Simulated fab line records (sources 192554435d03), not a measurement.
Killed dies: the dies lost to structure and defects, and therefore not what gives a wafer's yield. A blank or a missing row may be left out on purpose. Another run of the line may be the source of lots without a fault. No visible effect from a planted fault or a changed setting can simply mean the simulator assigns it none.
Chamber matching -- flow n5-finfet -- ald-sin-02 running N5_STI_FIN_REVEAL_ALD_00: 4 sister chambers
The step deposits SiO2, target thk 1 nm, pulse time 1 s. 4 wafers are shown with their chamber, then 11 later ones without.

## EACH WAFER AND ITS CHAMBER
wafer,chamber,heater-power-w (W)
L087.5,2,438
L088.3,1,500
L088.6,3,408
L091.2,0,510

## WAFERS WITH NO CHAMBER GIVEN
wafer,heater-power-w (W)
L091.4,496
L091.6,394
L093.2,425
L093.3,521
L093.4,410
L095.4,440
L095.5,479
L095.6,522
L097.1,446
L097.4,493
L097.5,411

## EACH ONE'S CHAMBER
wafer,from the rows above,in truth
L091.4,can't be placed: 1 or 0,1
L091.6,3,3
L093.2,can't be placed: 2 or 3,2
L093.3,can't be placed: 0 or 1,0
L093.4,3,3
L095.4,2,2
L095.5,can't be placed: 1 or 0 or 2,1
L095.6,can't be placed: 0 or 1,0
L097.1,2,2
L097.4,can't be placed: 1 or 0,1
L097.5,3,3
5 of 11 placed correctly. From these rows, 6 cannot be placed; in 6 the true chamber is one of the candidates. Wrongly placed: 0.
How it was worked out, from the rows above alone: a wafer's distance from a chamber is the root of the sum, over the readings, of the square of ((its reading less the chamber's mean) divided by the reading's scatter). If the next closest chamber is less than 2 further off than the closest, the wafer can't be placed; otherwise it belongs to the closest. A chamber's mean is the mean of its shown wafers. The scatter (one wafer shown for each chamber): square how far every hidden wafer sits from the nearest shown wafer, average those squares and take the square root.
